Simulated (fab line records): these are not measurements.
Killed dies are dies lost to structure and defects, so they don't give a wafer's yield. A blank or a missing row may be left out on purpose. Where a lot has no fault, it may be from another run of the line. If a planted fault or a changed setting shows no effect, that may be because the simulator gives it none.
One fault through the eyes of 2 desks	flow n5Finfet	each desk holds nothing but its own numbers, with what lay behind them at the end

## FROM THE METROLOGY DESK
Means of the sampled wafers that have a number, per lot and without regard to the tool the lot ran on: this is what the gauges read. The brackets show how far a lot's mean lies from the usual mean; more than 4 standard deviations puts the lot out of limits, marked OUT. Only the readings that lie furthest out on some lot appear, 7 of the 10 it has.
Columns: A = DIBL_N at N5_BEOL_M4_RC_MEAS_101, usual 37.1 mV/V; B = DIBL_P at N5_BEOL_M4_RC_MEAS_101, usual 37.2 mV/V; C = ION_N at N5_BEOL_M4_RC_MEAS_101, usual 680 uA/um; D = ION_P at N5_BEOL_M4_RC_MEAS_101, usual 464 uA/um; E = SS_N at N5_BEOL_M4_RC_MEAS_101, usual 71.7 mV/dec; F = SS_P at N5_BEOL_M4_RC_MEAS_101, usual 73.6 mV/dec; G = VT_P at N5_BEOL_M4_RC_MEAS_101, usual -251 mV
lot	first seen here	A	B	C	D	E	F	G
L737	day 9 01:32	34.8	35.6	688	474	71.3	73.1	-247
L754	day 12 22:38	36.1	37.6	678	466	71.4	73.6	-249
L755	day 13 19:25	36.5	35.5	685	468	71.5	73.5	-252
L758	day 14 10:42	38.1	37.2	672	459	72.0	73.3	-250
This desk's verdict: no lot among the 4 shows anything out of limits.

## TOOL OWNER'S DESK, pecvd-01
The tool's own readings at N5_PMOS_HMC_CHANNEL_EPI_HM_DEP_34 (deposits SiO2 from TEOS/O2, target thk 36 nm, time 6.9 s): means of the sampled wafers that have a number, for each lot that ran on this tool. The brackets show how far a lot's mean lies from the usual mean; more than 4 standard deviations puts the lot out of limits, marked OUT.
Columns: A = heaterPowerW at N5_PMOS_HMC_CHANNEL_EPI_HM_DEP_34, usual 553 W; B = showerheadPlenumPTorr at N5_PMOS_HMC_CHANNEL_EPI_HM_DEP_34, usual 8.35 Torr; C = throttleValvePct at N5_PMOS_HMC_CHANNEL_EPI_HM_DEP_34, usual 19.1 %
lot	first seen here	A	B	C
L737	day 2 04:47	571	8.32	18.3
L754	day 6 06:30	561	8.36	18.8
L755	day 6 10:58	621	8.33	19.3
This desk's verdict: no lot among the 3 shows anything out of limits.

## PUT TOGETHER
Metrology desk: nothing out of limits seen.
Nothing out of limits was seen by the tool owner's desk.

## WHAT WAS PUT IN BY THE SIMULATOR
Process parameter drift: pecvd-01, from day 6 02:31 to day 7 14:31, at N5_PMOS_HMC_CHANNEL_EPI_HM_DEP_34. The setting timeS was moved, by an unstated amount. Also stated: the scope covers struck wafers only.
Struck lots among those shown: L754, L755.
